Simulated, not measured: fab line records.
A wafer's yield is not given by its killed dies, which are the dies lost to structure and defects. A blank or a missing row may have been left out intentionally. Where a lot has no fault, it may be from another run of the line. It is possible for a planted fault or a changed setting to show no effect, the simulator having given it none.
Lot-split experiment :: flow n5_finfet :: on a route of 1938 steps: 7 lots, 39 wafers read

THE SPLIT
At N5_FIN_CUT_CUT_ETCH_15 (etches Si in HBr/Cl2/O2, target depth 100 nm, bt time 10 s, time 42.4 s), the setting time_s was moved away from the recipe's 42.4 s on 12 of the 39 wafers read, by -22.6% to +21.3%. All remaining wafers had this setting at the recipe value.

The reading is taken at the split's own step.

THE READING
SOC_of_FIN_CUT_COAT_18.thk_nm (the simulator's own value, which no gauge read), in nm, at N5_FIN_CUT_CUT_ETCH_15 (etches Si in HBr/Cl2/O2, target depth 100 nm, bt time 10 s, time 42.4 s). There is no usual value for it anywhere in the file. Average 171.1 nm, standard deviation 0.75 nm, over the 27 wafers here run with the recipe.

wafer: L075.1
tool, chamber at the split: rie_si-02, 3
time_s as run, s: 42.4
against the recipe: recipe
SOC_of_FIN_CUT_COAT_18.thk_nm, nm: 172
against lot-mates on the recipe: -

wafer: L075.2
tool, chamber at the split: rie_si-02, 2
time_s as run, s: 42.4
against the recipe: recipe
SOC_of_FIN_CUT_COAT_18.thk_nm, nm: 172.8
against lot-mates on the recipe: -

wafer: L075.3
tool, chamber at the split: rie_si-02, 1
time_s as run, s: 50.07
against the recipe: +18.1%
SOC_of_FIN_CUT_COAT_18.thk_nm, nm: 165.2
against lot-mates on the recipe: -7.1

wafer: L075.4
tool, chamber at the split: rie_si-02, 0
time_s as run, s: 50.07
against the recipe: +18.1%
SOC_of_FIN_CUT_COAT_18.thk_nm, nm: 164.8
against lot-mates on the recipe: -7.5

wafer: L075.5
tool, chamber at the split: rie_si-02, 0
time_s as run, s: 42.4
against the recipe: recipe
SOC_of_FIN_CUT_COAT_18.thk_nm, nm: 172
against lot-mates on the recipe: -

wafer: L075.6
tool, chamber at the split: rie_si-02, 3
time_s as run, s: 50.07
against the recipe: +18.1%
SOC_of_FIN_CUT_COAT_18.thk_nm, nm: 164.6
against lot-mates on the recipe: -7.7

wafer: L079.1
tool, chamber at the split: rie_si-02, 3
time_s as run, s: 32.83
against the recipe: -22.6%
SOC_of_FIN_CUT_COAT_18.thk_nm, nm: 178.8
against lot-mates on the recipe: +7.9

wafer: L079.2
tool, chamber at the split: rie_si-02, 0
time_s as run, s: 42.4
against the recipe: recipe
SOC_of_FIN_CUT_COAT_18.thk_nm, nm: 170.4
against lot-mates on the recipe: -

wafer: L079.3
tool, chamber at the split: rie_si-02, 2
time_s as run, s: 32.83
against the recipe: -22.6%
SOC_of_FIN_CUT_COAT_18.thk_nm, nm: 180.2
against lot-mates on the recipe: +9.3

wafer: L079.4
tool, chamber at the split: rie_si-02, 1
time_s as run, s: 42.4
against the recipe: recipe
SOC_of_FIN_CUT_COAT_18.thk_nm, nm: 171.4
against lot-mates on the recipe: -

wafer: L079.5
tool, chamber at the split: rie_si-02, 3
time_s as run, s: 42.4
against the recipe: recipe
SOC_of_FIN_CUT_COAT_18.thk_nm, nm: 171
against lot-mates on the recipe: -

wafer: L079.6
tool, chamber at the split: rie_si-02, 2
time_s as run, s: 32.83
against the recipe: -22.6%
SOC_of_FIN_CUT_COAT_18.thk_nm, nm: 180.4
against lot-mates on the recipe: +9.5

wafer: L083.1
tool, chamber at the split: rie_si-02, 0
time_s as run, s: 42.4
against the recipe: recipe
SOC_of_FIN_CUT_COAT_18.thk_nm, nm: 171.4
against lot-mates on the recipe: -

wafer: L083.2
tool, chamber at the split: rie_si-02, 2
time_s as run, s: 42.4
against the recipe: recipe
SOC_of_FIN_CUT_COAT_18.thk_nm, nm: 170.8
against lot-mates on the recipe: -

wafer: L083.3
tool, chamber at the split: rie_si-02, 3
time_s as run, s: 42.4
against the recipe: recipe
SOC_of_FIN_CUT_COAT_18.thk_nm, nm: 170.8
against lot-mates on the recipe: -

wafer: L084.1
tool, chamber at the split: rie_si-05, 1
time_s as run, s: 50.1
against the recipe: +18.2%
SOC_of_FIN_CUT_COAT_18.thk_nm, nm: 163.6
against lot-mates on the recipe: -7.3

wafer: L084.2
tool, chamber at the split: rie_si-05, 3
time_s as run, s: 50.1
against the recipe: +18.2%
SOC_of_FIN_CUT_COAT_18.thk_nm, nm: 163.4
against lot-mates on the recipe: -7.5

wafer: L084.3
tool, chamber at the split: rie_si-05, 2
time_s as run, s: 42.4
against the recipe: recipe
SOC_of_FIN_CUT_COAT_18.thk_nm, nm: 170.8
against lot-mates on the recipe: -

wafer: L084.4
tool, chamber at the split: rie_si-05, 0
time_s as run, s: 42.4
against the recipe: recipe
SOC_of_FIN_CUT_COAT_18.thk_nm, nm: 170
against lot-mates on the recipe: -

wafer: L084.5
tool, chamber at the split: rie_si-05, 2
time_s as run, s: 42.4
against the recipe: recipe
SOC_of_FIN_CUT_COAT_18.thk_nm, nm: 171.8
against lot-mates on the recipe: -

wafer: L084.6
tool, chamber at the split: rie_si-05, 1
time_s as run, s: 50.1
against the recipe: +18.2%
SOC_of_FIN_CUT_COAT_18.thk_nm, nm: 162.6
against lot-mates on the recipe: -8.3

wafer: L092.1
tool, chamber at the split: rie_si-05, 0
time_s as run, s: 42.4
against the recipe: recipe
SOC_of_FIN_CUT_COAT_18.thk_nm, nm: 171.6
against lot-mates on the recipe: -

wafer: L092.2
tool, chamber at the split: rie_si-05, 3
time_s as run, s: 42.4
against the recipe: recipe
SOC_of_FIN_CUT_COAT_18.thk_nm, nm: 170.2
against lot-mates on the recipe: -

wafer: L092.3
tool, chamber at the split: rie_si-05, 2
time_s as run, s: 42.4
against the recipe: recipe
SOC_of_FIN_CUT_COAT_18.thk_nm, nm: 171.2
against lot-mates on the recipe: -

wafer: L092.4
tool, chamber at the split: rie_si-05, 1
time_s as run, s: 42.4
against the recipe: recipe
SOC_of_FIN_CUT_COAT_18.thk_nm, nm: 169.6
against lot-mates on the recipe: -

wafer: L092.5
tool, chamber at the split: rie_si-05, 3
time_s as run, s: 42.4
against the recipe: recipe
SOC_of_FIN_CUT_COAT_18.thk_nm, nm: 170
against lot-mates on the recipe: -

wafer: L092.6
tool, chamber at the split: rie_si-05, 2
time_s as run, s: 42.4
against the recipe: recipe
SOC_of_FIN_CUT_COAT_18.thk_nm, nm: 171.4
against lot-mates on the recipe: -

wafer: L093.1
tool, chamber at the split: rie_si-02, 2
time_s as run, s: 42.4
against the recipe: recipe
SOC_of_FIN_CUT_COAT_18.thk_nm, nm: 171
against lot-mates on the recipe: -

wafer: L093.2
tool, chamber at the split: rie_si-02, 1
time_s as run, s: 42.4
against the recipe: recipe
SOC_of_FIN_CUT_COAT_18.thk_nm, nm: 171.2
against lot-mates on the recipe: -

wafer: L093.3
tool, chamber at the split: rie_si-02, 3
time_s as run, s: 42.4
against the recipe: recipe
SOC_of_FIN_CUT_COAT_18.thk_nm, nm: 170.8
against lot-mates on the recipe: -

wafer: L093.4
tool, chamber at the split: rie_si-02, 0
time_s as run, s: 42.4
against the recipe: recipe
SOC_of_FIN_CUT_COAT_18.thk_nm, nm: 170.6
against lot-mates on the recipe: -

wafer: L093.5
tool, chamber at the split: rie_si-02, 3
time_s as run, s: 42.4
against the recipe: recipe
SOC_of_FIN_CUT_COAT_18.thk_nm, nm: 170.2
against lot-mates on the recipe: -

wafer: L093.6
tool, chamber at the split: rie_si-02, 2
time_s as run, s: 42.4
against the recipe: recipe
SOC_of_FIN_CUT_COAT_18.thk_nm, nm: 171.6
against lot-mates on the recipe: -

wafer: L094.1
tool, chamber at the split: rie_si-03, 3
time_s as run, s: 51.45
against the recipe: +21.3%
SOC_of_FIN_CUT_COAT_18.thk_nm, nm: 163.2
against lot-mates on the recipe: -8.3

wafer: L094.2
tool, chamber at the split: rie_si-03, 1
time_s as run, s: 51.45
against the recipe: +21.3%
SOC_of_FIN_CUT_COAT_18.thk_nm, nm: 164.6
against lot-mates on the recipe: -6.9

wafer: L094.3
tool, chamber at the split: rie_si-03, 0
time_s as run, s: 42.4
against the recipe: recipe
SOC_of_FIN_CUT_COAT_18.thk_nm, nm: 170.6
against lot-mates on the recipe: -

wafer: L094.4
tool, chamber at the split: rie_si-03, 2
time_s as run, s: 42.4
against the recipe: recipe
SOC_of_FIN_CUT_COAT_18.thk_nm, nm: 172.4
against lot-mates on the recipe: -

wafer: L094.5
tool, chamber at the split: rie_si-03, 2
time_s as run, s: 51.45
against the recipe: +21.3%
SOC_of_FIN_CUT_COAT_18.thk_nm, nm: 164.2
against lot-mates on the recipe: -7.3

wafer: L094.6
tool, chamber at the split: rie_si-03, 3
time_s as run, s: 42.4
against the recipe: recipe
SOC_of_FIN_CUT_COAT_18.thk_nm, nm: 171.6
against lot-mates on the recipe: -

FIT RESULTS
A straight line over all 39 wafers: SOC_of_FIN_CUT_COAT_18.thk_nm changes by -0.373 nm for each +1% of time_s; r = -0.98; the points scatter about the line by 0.83 nm.
The same after taking each lot's own level away (the mean of its wafers on the recipe; 39 wafers): -0.391 nm for each +1%; r = -0.99; scatter 0.65 nm.
That fit puts the effect of the largest move of time_s on the reading at 8.8 nm.
From 170.67 to 172.27 nm: that is the span of the lots' own levels, equal to 2.1 times the standard deviation above.
The two slopes are in agreement: the lot-to-lot level therefore moves the slope only a little.
Check: with one of the wafers moved furthest among these (-22.6%) left out of the fit, the line predicts +9 nm for it against its lot-mates. Against them it came out at +7.87 nm.

THE WHOLE CHAIN: every reading that the file lists as answering this split, in the file's order
step: N5_FIN_CUT_CUT_ETCH_15
what it does: etches Si in HBr/Cl2/O2, target depth 100 nm, bt time 10 s, time 42.4 s
reading: etch.depth_nm (the simulator's own value, which no gauge read)
change (the file's fit): +1.02 nm for each +1% of the setting
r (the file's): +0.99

step: N5_FIN_CUT_CUT_ETCH_15
what it does: etches Si in HBr/Cl2/O2, target depth 100 nm, bt time 10 s, time 42.4 s
reading: FIN_CUT.feature_depth_nm (the simulator's own value, which no gauge read)
change (the file's fit): +1.01 nm for each +1% of the setting
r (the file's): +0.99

step: N5_FIN_CUT_CUT_ETCH_15
what it does: etches Si in HBr/Cl2/O2, target depth 100 nm, bt time 10 s, time 42.4 s
reading: SOC_of_FIN_CUT_COAT_18.thk_nm (the simulator's own value, which no gauge read)
change (the file's fit): -0.391 nm for each +1% of the setting
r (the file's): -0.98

THE FILE'S OWN FIT
SOC_of_FIN_CUT_COAT_18.thk_nm changes by -0.391 nm for each +1% of time_s, r = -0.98.
